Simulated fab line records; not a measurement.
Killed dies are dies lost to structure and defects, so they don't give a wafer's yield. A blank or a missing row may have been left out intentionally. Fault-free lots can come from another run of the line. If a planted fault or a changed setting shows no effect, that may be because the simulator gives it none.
fab line records    flow n5-finfet    part 1 of 2: steps 1 to 3 of 6
record lots=21  wafers=63  last-day=18
route steps=1938 shown BEOL_M1@769
lots untouched by any fault: they come from a run of this same line in which no faults occurred
start-h: hours from the record's opening day to when the first of the lot's shown wafers began    wait-h: hours since the lot's step before    " unchanged from the row above    L1.1+2: several wafers, shown together as one row    - value missing, or start not given    * or withheld: withheld    < > ~ a bound
route shown NAME@n: NAME is a module with steps in the file, n the number in the route of the first one    usual: mean/standard deviation of fault-free wafers    same: alike in all rows    chamber/n: place in a boat    sites: the reading at each site    _std_site: how widely they spread, as a standard deviation    _edge_site: inner sites' mean taken away from outer sites' mean    radius-mm: how far each site lies from the wafer's centre    mask NAME#n: copy n    behind: tool/chamber where the wafer was last shaped    hold: reason for holding the lot/hours on hold/outcome of the hold    device: whichever transistor did not switch (one of n, p or np)    end of line: the route-end tests of the same wafers    for a step that has no rows: nothing shown but its recipe    killed: at the first sort, the dies lost to defects and structure; wafer yield is something else    map: dies across one wafer; x = killed, . = not, _ = none there
set.NAME: setting as actually run; set.NAME@STEP: the setting as run at that earlier step    model.NAME: the simulator's own value behind a step, which no gauge read
one table for each step of the route and one row for each wafer, over a sample of lots
services: when a tool's chamber went out of use (start-h, in hours from the record's first day, below 0 if earlier), for how many hours, and the reason
## steps
# step N5_BEOL_M1_ETCH_63
# recipe chemistry=CF4  target=SiARC  target-depth-a=156  mask-material=CAR-EUV  time-s=26  ion-energy-ev=80  pressure-mtorr=40  source-w=545  bias-w=36  Ar_flow_sccm=100  cf4-flow-sccm=100  ends=cleared
# usual drypump-motor-current-A=5.6/0.51  etch-rf-on-time-s=25.9/0.57  mfc-ar-sccm=100.0/0.31  oes-product-au=0.67/0.073  rf-vpp-V=184.5/1.3  showerhead-plenum-p-Torr=2.18/0.078  throttle-valve-pct=15.67/0.25
lot.wafer  tool         chamber  start-h  wait-h  drypump-motor-current-A  etch-rf-on-time-s  mfc-ar-sccm  oes-product-au  rf-hours-counter-h  rf-vpp-V  showerhead-plenum-p-Torr  throttle-valve-pct
L074.2     rie-diel-06  1        122.22   0.0     6.6                      26.4               100.3        0.77            20                  185.4     2.27                      15.22
L074.3     "            2        "        "       5.9                      25.3               99.6         0.59            226                 183.4     2.12                      15.94
L074.4     "            0        "        "       5.1                      25.7               100.1        0.65            136                 183.6     2.05                      15.58
L075.2     rie-diel-05  2        129.99   0.0     5.0                      25.7               99.8         0.63            174                 184.0     2.21                      15.94
L075.4     "            3        "        "       5.6                      25.9               99.8         0.64            148                 184.2     2.23                      15.43
L075.5     "            1        "        "       5.7                      25.9               99.9         0.76            -                   185.1     2.18                      15.51
L076.1     rie-diel-05  1        134.29   0.0     5.7                      26.0               99.1         0.75            33                  185.7     2.18                      15.53
L076.3     "            3        "        "       5.6                      26.1               99.4         0.64            150                 183.8     2.23                      15.43
L076.4     "            2        "        "       5.0                      26.3               99.9         0.63            176                 185.2     2.21                      15.96
L077.1     rie-diel-06  2        137.14   0.0     5.9                      25.0               100.2        0.59            230                 184.5     2.12                      15.98
L077.4     "            0        "        "       5.1                      25.3               100.5        0.65            141                 183.5     2.05                      15.61
L077.6     "            3        "        "       6.5                      26.3               99.9         0.64            -                   183.9     2.23                      15.45
L078.1     rie-diel-02  1        139.46   0.0     5.6                      25.6               100.5        0.60            239                 183.6     2.01                      16.05
L078.3     "            3        "        "       5.5                      26.0               100.5        0.65            139                 184.7     2.23                      15.80
L078.6     "            3        "        "       5.5                      25.8               99.7         0.65            -                   184.5     2.23                      15.80
L079.1     rie-diel-06  3        148.81   0.0     6.5                      26.8               99.6         0.63            149                 184.9     2.23                      15.47
L079.3     "            1        "        "       6.6                      26.4               100.5        0.76            28                  184.5     2.26                      15.24
L079.5     "            2        "        "       5.9                      25.7               99.9         0.57            -                   184.3     2.12                      15.97
L080.1     rie-diel-05  0        155.86   0.0     6.2                      24.6               99.9         0.64            216                 182.3     2.03                      15.86
L080.2     "            3        "        "       5.6                      26.3               99.9         0.63            159                 185.6     2.23                      15.44
L080.4     "            2        "        "       5.0                      26.0               99.8         0.63            185                 185.8     2.21                      15.98
L081.1     rie-diel-05  1        167.88   0.0     5.7                      26.3               99.6         0.73            46                  185.5     2.17                      15.52
L081.2     "            2        "        "       5.0                      26.0               100.1        0.62            189                 185.1     2.21                      15.98
L081.3     "            3        "        "       5.6                      26.2               100.0        0.63            163                 186.1     2.23                      15.44
L082.1     rie-diel-02  2        171.89   0.0     5.0                      26.3               99.9         0.82            2                   184.4     2.29                      15.24
L082.2     "            0        "        "       5.2                      26.3               99.6         0.63            153                 185.5     2.22                      15.98
L082.6     "            3        "        "       5.5                      26.3               100.3        0.64            -                   184.7     2.23                      15.84
L083.1     rie-diel-05  0        182.55   0.0     6.2                      24.8               100.4        0.63            221                 183.8     2.03                      15.86
L083.2     "            2        "        "       5.0                      25.9               100.5        0.62            193                 184.8     2.20                      15.98
L083.4     "            3        "        "       5.6                      26.4               100.0        0.62            166                 186.1     2.23                      15.44
L084.1     rie-diel-05  1        185.09   0.0     5.7                      25.9               99.9         0.74            51                  183.9     2.17                      15.56
L084.3     "            2        "        "       5.0                      26.1               100.4        0.62            194                 185.1     2.20                      15.98
L084.6     "            1        "        "       5.7                      26.3               99.7         0.73            -                   184.5     2.17                      15.55
L085.2     rie-diel-05  1        192.90   0.0     5.7                      26.2               99.8         0.73            53                  184.8     2.17                      15.55
L085.3     "            0        "        "       6.2                      25.4               99.4         0.63            223                 182.1     2.03                      15.87
L085.6     "            3        "        "       5.6                      26.9               99.6         0.62            -                   184.6     2.23                      15.47
L086.2     rie-diel-02  2        200.91   0.0     5.0                      26.0               100.1        0.80            11                  185.8     2.28                      15.29
L086.3     "            0        "        "       5.2                      26.1               99.9         0.62            162                 184.2     2.22                      15.98
L086.4     "            1        "        "       5.7                      24.8               100.0        0.86            4                   186.1     2.26                      15.60
L087.2     rie-diel-06  1        202.55   0.0     6.6                      26.0               100.2        0.74            43                  184.9     2.26                      15.26
L087.4     "            3        "        "       6.5                      26.7               100.5        0.62            161                 185.0     2.22                      15.48
L087.6     "            1        "        "       6.6                      25.9               100.3        0.74            -                   184.9     2.26                      15.27
L090.1     rie-diel-02  1        218.81   0.0     5.6                      24.8               99.4         0.83            11                  185.9     2.26                      15.63
L090.3     "            3        "        "       5.5                      25.8               99.9         0.62            163                 182.5     2.22                      15.86
L090.5     "            3        "        "       5.5                      25.9               99.9         0.63            -                   185.4     2.22                      15.86
L091.2     rie-diel-05  1        222.35   0.0     5.7                      26.2               99.8         0.72            61                  186.0     2.17                      15.57
L091.3     "            0        "        "       6.1                      25.2               99.3         0.62            231                 182.5     2.03                      15.89
L091.4     "            3        "        "       5.6                      26.4               99.8         0.61            177                 185.0     2.22                      15.46
L092.1     rie-diel-06  0        229.31   0.0     5.1                      25.9               99.9         0.62            170                 182.2     2.04                      15.66
L092.2     "            1        "        "       6.6                      26.0               99.9         0.72            53                  185.4     2.26                      15.29
L092.5     "            3        "        "       6.5                      26.7               100.3        0.62            -                   185.9     2.22                      15.51
L093.2     rie-diel-02  1        237.61   0.0     5.6                      25.0               100.4        0.82            17                  184.5     2.26                      15.64
L093.4     "            0        "        "       5.2                      25.9               100.5        0.62            174                 185.6     2.21                      16.02
L093.6     "            0        "        "       5.2                      26.3               100.8        0.61            -                   184.3     2.21                      16.02
L094.2     rie-diel-05  1        240.55   0.0     5.7                      26.2               99.7         0.71            66                  184.2     2.17                      15.58
L094.5     "            2        "        "       5.0                      26.0               100.0        0.61            -                   185.0     2.20                      16.03
L094.6     "            1        "        "       5.7                      26.0               100.1        0.72            -                   183.7     2.17                      15.57
L095.1     rie-diel-05  3        244.04   0.0     5.6                      26.6               99.6         0.61            184                 185.6     2.22                      15.50
L095.3     "            1        "        "       5.7                      26.2               99.7         0.71            67                  185.5     2.17                      15.59
L095.4     "            0        "        "       6.2                      25.3               99.7         0.61            237                 181.3     2.02                      15.89
L097.1     rie-diel-06  3        264.21   0.0     6.5                      27.0               99.8         0.61            181                 184.4     2.22                      15.51
L097.4     "            2        "        "       5.9                      24.8               100.1        0.80            12                  183.3     2.11                      15.54
L097.5     "            1        "        "       6.6                      26.6               100.0        0.70            -                   184.9     2.25                      15.30
# step N5_BEOL_M1_ETCH_64
# recipe chemistry=N2/H2  target=SOC  target-depth-a=750  overetch-a=150  mask-material=SiARC  temp-c=40  time-s=112.5  ion-energy-ev=200  pressure-mtorr=30  source-w=840  bias-w=150  n2-flow-sccm=200  h2-flow-sccm=200
# usual drypump-motor-current-A=5.6/0.52  oes-product-au=0.62/0.066  rf-vpp-V=525.3/2.6  showerhead-plenum-p-Torr=2.60/0.1  throttle-valve-pct=17.9/0.32
lot.wafer  tool         chamber  start-h  wait-h  drypump-motor-current-A  oes-product-au  rf-hours-counter-h  rf-vpp-V  showerhead-plenum-p-Torr  throttle-valve-pct
L074.2     rie-diel-06  1        122.25   0.0     6.6                      0.72            20                  527.7     2.71                      17.5
L074.3     "            2        "        "       5.9                      0.54            226                 523.0     2.51                      18.1
L074.4     "            0        "        "       5.2                      0.59            136                 519.9     2.43                      17.7
L075.2     rie-diel-05  2        130.01   0.0     5.0                      0.58            174                 527.9     2.66                      18.5
L075.4     "            3        "        "       5.6                      0.60            148                 524.9     2.67                      17.7
L075.5     "            1        "        "       5.7                      0.71            -                   524.3     2.59                      17.8
L076.1     rie-diel-05  1        134.32   0.0     5.7                      0.70            33                  523.9     2.59                      17.8
L076.3     "            3        "        "       5.6                      0.60            150                 526.5     2.67                      17.7
L076.4     "            2        "        "       5.0                      0.59            176                 526.3     2.66                      18.5
L077.1     rie-diel-06  2        137.17   0.0     5.9                      0.54            230                 524.9     2.51                      18.1
L077.4     "            0        "        "       5.1                      0.59            142                 520.6     2.43                      17.7
L077.6     "            3        "        "       6.5                      0.60            -                   527.1     2.65                      17.7
L078.1     rie-diel-02  1        139.49   0.0     5.6                      0.56            239                 519.3     2.41                      18.5
L078.3     "            3        "        "       5.5                      0.60            139                 525.7     2.65                      18.0
L078.6     "            3        "        "       5.5                      0.60            -                   525.3     2.65                      18.0
L079.1     rie-diel-06  3        148.83   0.0     6.5                      0.60            149                 526.6     2.65                      17.7
L079.3     "            1        "        "       6.6                      0.70            28                  529.4     2.71                      17.5
L079.5     "            2        "        "       5.9                      0.54            -                   521.7     2.51                      18.1
L080.1     rie-diel-05  0        155.89   0.0     6.1                      0.57            216                 520.3     2.41                      18.1
L080.2     "            3        "        "       5.6                      0.59            159                 526.1     2.66                      17.7
L080.4     "            2        "        "       5.0                      0.57            185                 526.8     2.65                      18.5
L081.1     rie-diel-05  1        167.90   0.0     5.7                      0.69            46                  525.5     2.58                      17.9
L081.2     "            2        "        "       5.0                      0.57            189                 527.2     2.65                      18.5
L081.3     "            3        "        "       5.6                      0.58            163                 527.3     2.66                      17.7
L082.1     rie-diel-02  2        171.91   0.0     5.0                      0.78            2                   526.6     2.71                      17.3
L082.2     "            0        "        "       5.2                      0.59            153                 526.9     2.63                      18.0
L082.6     "            3        "        "       5.5                      0.59            -                   527.1     2.65                      18.0
L083.1     rie-diel-05  0        182.58   0.0     6.2                      0.56            221                 520.0     2.41                      18.1
L083.2     "            2        "        "       5.0                      0.57            193                 526.9     2.65                      18.5
L083.4     "            3        "        "       5.6                      0.59            166                 527.1     2.66                      17.7
L084.1     rie-diel-05  1        185.12   0.0     5.7                      0.68            51                  524.5     2.58                      17.9
L084.3     "            2        "        "       5.0                      0.57            194                 525.2     2.65                      18.5
L084.6     "            1        "        "       5.7                      0.68            -                   524.5     2.58                      17.9
L085.2     rie-diel-05  1        192.93   0.0     5.7                      0.67            53                  527.1     2.58                      17.9
L085.3     "            0        "        "       6.2                      0.56            223                 520.1     2.40                      18.1
L085.6     "            3        "        "       5.6                      0.58            -                   525.5     2.66                      17.7
L086.2     rie-diel-02  2        200.93   0.0     5.0                      0.75            11                  529.2     2.70                      17.3
L086.3     "            0        "        "       5.2                      0.59            162                 525.1     2.63                      18.0
L086.4     "            1        "        "       5.6                      0.78            4                   526.9     2.72                      18.2
L087.2     rie-diel-06  1        202.58   0.0     6.6                      0.68            43                  527.4     2.70                      17.5
L087.4     "            3        "        "       6.5                      0.59            161                 525.3     2.64                      17.7
L087.6     "            1        "        "       6.6                      0.68            -                   528.8     2.70                      17.5
L090.1     rie-diel-02  1        218.83   0.0     5.6                      0.76            11                  529.4     2.72                      18.2
L090.3     "            3        "        "       5.5                      0.58            163                 526.0     2.64                      18.0
L090.5     "            3        "        "       5.5                      0.58            -                   528.1     2.64                      18.0
L091.2     rie-diel-05  1        222.37   0.0     5.7                      0.67            61                  526.4     2.58                      17.9
L091.3     "            0        "        "       6.2                      0.56            231                 521.0     2.40                      18.1
L091.4     "            3        "        "       5.6                      0.58            177                 526.3     2.65                      17.8
L092.1     rie-diel-06  0        229.34   0.0     5.1                      0.58            170                 519.5     2.42                      17.8
L092.2     "            1        "        "       6.6                      0.68            53                  528.0     2.70                      17.5
L092.5     "            3        "        "       6.5                      0.58            -                   526.1     2.64                      17.8
L093.2     rie-diel-02  1        237.64   0.0     5.7                      0.75            17                  528.0     2.72                      18.2
L093.4     "            0        "        "       5.2                      0.57            174                 526.5     2.63                      18.1
L093.6     "            0        "        "       5.2                      0.57            -                   526.0     2.63                      18.1
L094.2     rie-diel-05  1        240.58   0.0     5.7                      0.66            66                  525.2     2.57                      17.9
L094.5     "            2        "        "       5.0                      0.57            -                   525.8     2.64                      18.5
L094.6     "            1        "        "       5.7                      0.66            -                   524.5     2.57                      17.9
L095.1     rie-diel-05  3        244.06   0.0     5.6                      0.57            184                 525.4     2.65                      17.8
L095.3     "            1        "        "       5.7                      0.67            67                  524.7     2.57                      17.9
L095.4     "            0        "        "       6.1                      0.56            237                 520.1     2.40                      18.1
L097.1     rie-diel-06  3        264.24   0.0     6.5                      0.58            181                 527.6     2.63                      17.8
L097.4     "            2        "        "       5.9                      0.71            12                  523.7     2.49                      17.7
L097.5     "            1        "        "       6.6                      0.65            -                   526.8     2.69                      17.6
# step N5_BEOL_M1_ETCH_69
# recipe chemistry=CF4  target=SiARC  target-depth-a=156  mask-material=CAR-EUV  time-s=26  ion-energy-ev=80  pressure-mtorr=40  source-w=545  bias-w=36  Ar_flow_sccm=100  cf4-flow-sccm=100  ends=cleared
# usual drypump-motor-current-A=5.6/0.5  etch-rf-on-time-s=26.0/0.58  mfc-ar-sccm=99.98/0.28  oes-product-au=0.67/0.075  rf-vpp-V=184.6/1.2  showerhead-plenum-p-Torr=2.18/0.08  throttle-valve-pct=15.65/0.24
lot.wafer  tool         chamber  start-h  wait-h  drypump-motor-current-A  etch-rf-on-time-s  mfc-ar-sccm  oes-product-au  rf-hours-counter-h  rf-vpp-V  showerhead-plenum-p-Torr  throttle-valve-pct
L074.2     rie-diel-02  0        123.21   0.0     5.1                      26.1               100.02       0.64            133                 183.2     2.23                      15.96
L074.3     "            3        "        "       5.5                      25.9               100.34       0.65            -                   185.5     2.23                      15.79
L074.4     "            0        "        "       5.2                      25.9               100.04       0.64            -                   185.0     2.23                      15.94
L075.2     rie-diel-06  3        131.03   0.0     6.5                      26.8               100.12       0.64            143                 185.9     2.23                      15.45
L075.4     "            2        "        "       5.9                      25.4               99.64        0.59            228                 185.8     2.12                      15.95
L075.5     "            3        "        "       6.5                      26.7               100.53       0.64            -                   184.2     2.23                      15.47
L076.1     rie-diel-05  3        135.62   0.0     5.6                      26.5               100.02       0.63            150                 184.1     2.23                      15.43
L076.3     "            1        "        "       5.7                      26.5               99.74        0.73            33                  184.4     2.18                      15.51
L076.4     "            0        "        "       6.2                      24.9               99.82        0.63            213                 182.9     2.03                      15.86
L077.1     rie-diel-06  1        138.25   0.0     6.6                      26.5               99.64        0.76            25                  185.2     2.27                      15.23
L077.4     "            0        "        "       5.1                      25.6               99.65        0.64            142                 183.0     2.05                      15.61
L077.6     "            3        "        "       6.5                      26.9               100.19       0.64            -                   185.0     2.23                      15.46
L078.1     rie-diel-05  2        140.43   0.0     5.0                      26.0               100.19       0.63            178                 184.8     2.21                      15.95
L078.3     "            3        "        "       5.6                      25.9               100.25       0.63            152                 184.7     2.23                      15.42
L078.6     "            2        "        "       5.0                      26.0               100.20       0.63            -                   184.7     2.21                      15.94
L079.1     rie-diel-05  2        149.67   0.0     5.0                      26.2               99.62        0.62            183                 184.7     2.21                      15.96
L079.3     "            1        "        "       5.7                      26.1               99.99        0.74            39                  184.0     2.17                      15.52
L079.5     "            3        "        "       5.6                      26.4               100.11       0.63            -                   185.7     2.23                      15.44
L080.1     rie-diel-05  2        156.88   0.0     5.0                      25.7               100.29       0.63            185                 184.6     2.21                      15.97
L080.2     "            1        "        "       5.7                      25.8               99.91        0.74            42                  183.7     2.17                      15.52
L080.4     "            3        "        "       5.6                      26.1               100.06       0.63            159                 184.7     2.23                      15.44
L081.1     rie-diel-05  2        168.98   0.0     5.0                      26.0               100.02       0.63            189                 184.4     2.21                      15.98
L081.2     "            3        "        "       5.6                      26.3               100.15       0.63            163                 186.1     2.23                      15.43
L081.3     "            1        "        "       5.7                      26.0               99.63        0.73            46                  185.8     2.17                      15.54
L082.1     rie-diel-05  2        172.97   0.0     5.0                      26.1               100.28       0.62            191                 183.9     2.20                      15.98
L082.2     "            0        "        "       6.2                      24.7               99.61        0.63            218                 183.0     2.03                      15.86
L082.6     "            0        "        "       6.2                      24.9               99.89        0.62            -                   182.8     2.03                      15.85
L083.1     rie-diel-06  2        183.42   0.0     5.9                      25.6               99.60        0.58            242                 182.3     2.11                      15.99
L083.2     "            1        "        "       6.6                      26.8               99.74        0.73            37                  186.4     2.26                      15.26
L083.4     "            1        "        "       6.6                      26.6               100.11       0.73            -                   185.2     2.26                      15.26
L084.1     rie-diel-05  0        185.96   0.0     6.2                      25.3               99.64        0.62            222                 183.3     2.03                      15.86
L084.3     "            1        "        "       5.7                      26.1               100.33       0.72            51                  184.0     2.17                      15.58
L084.6     "            2        "        "       5.0                      26.3               99.72        0.62            -                   184.7     2.20                      15.99
L085.2     rie-diel-05  2        193.77   0.0     5.0                      26.0               100.08       0.62            196                 185.9     2.20                      15.99
L085.3     "            1        "        "       5.7                      26.1               100.57       0.73            53                  184.5     2.17                      15.56
L085.6     "            0        "        "       6.2                      25.0               100.01       0.62            -                   183.4     2.03                      15.87
L086.2     rie-diel-06  3        201.88   0.0     6.5                      26.9               100.26       0.62            161                 185.6     2.22                      15.50
L086.3     "            0        "        "       5.1                      25.8               99.76        0.63            161                 181.5     2.04                      15.63
L086.4     "            2        "        "       5.9                      25.3               99.96        0.58            248                 183.9     2.11                      15.99
L087.2     rie-diel-02  0        203.52   0.0     5.1                      26.5               99.92        0.62            162                 187.0     2.22                      16.01
L087.4     "            3        "        "       5.5                      25.9               100.15       0.63            158                 184.6     2.22                      15.84
L087.6     "            1        "        "       5.7                      24.8               100.72       0.86            -                   185.5     2.26                      15.60
L090.1     rie-diel-05  1        219.77   0.0     5.7                      26.1               99.78        0.71            60                  183.0     2.17                      15.58
L090.3     "            3        "        "       5.6                      26.4               99.90        0.62            177                 185.1     2.22                      15.46
L090.5     "            1        "        "       5.7                      26.1               99.87        0.73            -                   183.8     2.17                      15.55
L091.2     rie-diel-02  1        223.22   0.0     5.7                      25.0               99.49        0.83            13                  184.6     2.26                      15.62
L091.3     "            3        "        "       5.5                      26.1               99.66        0.63            165                 185.7     2.22                      15.86
L091.4     "            2        "        "       5.0                      25.9               99.70        0.80            15                  185.2     2.28                      15.25
L092.1     rie-diel-02  1        230.31   0.0     5.7                      25.2               100.05       0.82            15                  186.0     2.26                      15.63
L092.2     "            0        "        "       5.2                      26.0               100.12       0.62            172                 185.7     2.21                      16.03
L092.5     "            1        "        "       5.6                      25.2               99.98        0.83            -                   184.6     2.26                      15.63
L093.2     rie-diel-06  3        238.61   0.0     6.5                      27.0               100.07       0.62            173                 185.0     2.22                      15.50
L093.4     "            0        "        "       5.1                      26.2               99.80        0.62            174                 184.0     2.04                      15.67
L093.6     "            0        "        "       5.1                      26.2               99.80        0.62            -                   182.8     2.04                      15.69
L094.2     rie-diel-06  1        241.51   0.0     6.6                      26.6               100.08       0.72            56                  185.0     2.25                      15.30
L094.5     "            0        "        "       5.2                      26.1               100.13       0.62            -                   182.2     2.04                      15.67
L094.6     "            3        "        "       6.4                      27.3               99.82        0.62            -                   184.8     2.22                      15.50
L095.1     rie-diel-05  0        245.12   0.0     6.1                      25.4               99.86        0.61            237                 183.5     2.02                      15.90
L095.3     "            3        "        "       5.6                      26.9               100.04       0.60            185                 185.4     2.22                      15.48
L095.4     "            2        "        "       5.0                      26.4               99.51        0.60            212                 184.6     2.20                      16.03
L097.1     rie-diel-06  2        265.08   0.0     5.9                      25.0               100.42       0.79            12                  184.0     2.11                      15.53
L097.4     "            0        "        "       5.1                      26.2               100.17       0.61            181                 182.3     2.04                      15.68
L097.5     "            3        "        "       6.5                      27.2               99.94        0.61            -                   184.5     2.21                      15.54
